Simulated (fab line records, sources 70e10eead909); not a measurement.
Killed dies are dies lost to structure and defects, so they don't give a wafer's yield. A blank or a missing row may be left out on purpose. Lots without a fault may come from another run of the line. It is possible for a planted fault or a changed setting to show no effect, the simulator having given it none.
Matching of chambers + flow nand_harc + 4 sister chambers for NHARC_A_CHANNEL_HOLE_D1_ETCH_44 on rie_diel-10
The step etches the open film in CF4/O2, target depth 140 nm, overetch 14 nm, time 77 s. 4 wafers are shown with their chamber, then 12 later ones without.

== EACH WAFER AND ITS CHAMBER ==
| wafer  | chamber | drypump_motor_current_A (A) |
|--------|---------|-----------------------------|
| L084.5 | 1       | 5.60                        |
| L092.4 | 3       | 6.16                        |
| L093.4 | 0       | 5.56                        |
| L093.5 | 2       | 5.59                        |

== WAFERS WITH NO CHAMBER GIVEN ==
| wafer  | drypump_motor_current_A (A) |
|--------|-----------------------------|
| L094.1 | 5.63                        |
| L094.3 | 6.13                        |
| L094.4 | 5.64                        |
| L095.3 | 5.62                        |
| L095.4 | 5.55                        |
| L095.6 | 5.58                        |
| L096.1 | 5.55                        |
| L096.3 | 5.65                        |
| L096.6 | 5.63                        |
| L097.1 | 5.55                        |
| L097.2 | 5.66                        |
| L097.5 | 5.55                        |

== THE CHAMBER EACH PASSED THROUGH ==
| wafer  | from the rows above          | in truth |
|--------|------------------------------|----------|
| L094.1 | can't be placed: 1 or 2 or 0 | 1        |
| L094.3 | 3                            | 3        |
| L094.4 | can't be placed: 1 or 2 or 0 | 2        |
| L095.3 | can't be placed: 1 or 2 or 0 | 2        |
| L095.4 | can't be placed: 0 or 2 or 1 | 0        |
| L095.6 | can't be placed: 2 or 1 or 0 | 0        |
| L096.1 | can't be placed: 0 or 2 or 1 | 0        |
| L096.3 | can't be placed: 1 or 2 or 0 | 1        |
| L096.6 | can't be placed: 1 or 2 or 0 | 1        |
| L097.1 | can't be placed: 0 or 2 or 1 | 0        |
| L097.2 | can't be placed: 1 or 2 or 0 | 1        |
| L097.5 | can't be placed: 0 or 2 or 1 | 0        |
Correct placement for 1 of the 12. Can't be placed from these rows: 11 (the true chamber is among the candidates in 11). Wrongly placed: 0.
How it was worked out, from the rows above alone: a wafer's distance from a chamber is the root of the sum, over the readings, of the square of ((its reading less the chamber's mean) divided by the reading's scatter). The wafer belongs to the nearest chamber; if the next one is less than 2 further off, it can't be placed. For every chamber, the mean is computed from those of its wafers that are shown. The scatter (one wafer shown for each chamber): square how far every hidden wafer sits from the nearest shown wafer, average those squares and take the square root.
